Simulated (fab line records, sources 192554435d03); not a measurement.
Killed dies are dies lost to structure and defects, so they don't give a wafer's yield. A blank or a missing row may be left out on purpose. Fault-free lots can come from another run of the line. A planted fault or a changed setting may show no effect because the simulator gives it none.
Which tool was responsible? + flow n5 finfet + Sampling: 6 lots, 17 wafers, 3 of 1938 route steps

WHAT THE GAUGES READ, wafer by wafer
N5_BEOL_M14_OVL_MEAS_29.
| lot  | measured     | on         | M14_OVL (nm) |
|------|--------------|------------|--------------|
| L847 | day 11 22:37 | overlay-02 | 4 0 3        |
| L850 | day 12 10:45 | overlay-01 | 3 6 7        |
| L854 | day 13 11:47 | overlay-02 | 31 28 35     |
| L857 | day 14 06:25 | overlay-02 | 25 33 32     |
| L864 | day 15 19:19 | overlay-02 | 3 2 4        |
| L868 | day 18 13:42 | overlay-01 | -6 6         |

EACH LOT AND THE TOOL THAT RAN IT (in order: tool; ch and the chambers of the sampled wafers; start)
| lot  | N5_BEOL_M14_ILD_DEP_00          | N5_BEOL_M14_EXPOSE_25             |
|------|---------------------------------|-----------------------------------|
| L847 | pecvd-04 ch 0,1,2, day 11 20:59 | krf scanner-02 ch 0, day 11 22:25 |
| L850 | pecvd-04 ch 0,1, day 12 09:15   | krf scanner-02 ch 0, day 12 10:33 |
| L854 | pecvd-03 ch 0,2, day 13 10:18   | krf scanner-02 ch 0, day 13 11:35 |
| L857 | pecvd-01 ch 0,1,2, day 14 04:54 | krf scanner-02 ch 0, day 14 06:12 |
| L864 | pecvd-04 ch 0,1, day 15 17:52   | krf scanner-01 ch 0, day 15 19:07 |
| L868 | pecvd-03 ch 1,2, day 18 12:24   | krf scanner-01 ch 0, day 18 13:31 |
- N5_BEOL_M14_ILD_DEP_00: deposits SiO2 from TEOS/O2, target thk 1119.3 nm, time 237.4 s.
- N5_BEOL_M14_EXPOSE_25: exposes mask M14, target cd 280 nm.

THE ANSWER, worked out from the rows above alone
Rule: the usual values come from the lots themselves. The widest of any qualifying gaps counts: lots, ordered by their means at a reading, are off when they make up no more than a third of the lots, leave a main group of 4 or more, and stand apart from it by 3 or more times the standard deviation of that group's means. A main group whose means are all the same, to the digits that the tables above print for the reading, isn't used. Also off: a lot with no number at a reading for which 4 or more lots have one. The other lots that the step has rows for count as sound.
Off: at N5_BEOL_M14_OVL_MEAS_29 (M14_OVL), L854, L857. The main group has a mean of 3 nm with a standard deviation of 1.9.
A tool fits if, at a process step before that reading, it ran every lot that is off, and no sound lot after the first of them. Gauges at N5_BEOL_M14_OVL_MEAS_29: tried the same way as those tools. One fits: krf scanner-02 at N5_BEOL_M14_EXPOSE_25. A fault onset in the window from L850 (day 12 10:33, its last sound lot) to L854 (day 13 11:35, its first lot off) fits.

WHAT HAD BEEN PUT IN BY THE SIMULATOR
Scanner matching overlay: krf scanner-02, from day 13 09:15 on, at N5_BEOL_M14_EXPOSE_25. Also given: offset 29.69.
Struck lots among those shown: L854, L857. Same finding as the rule above.
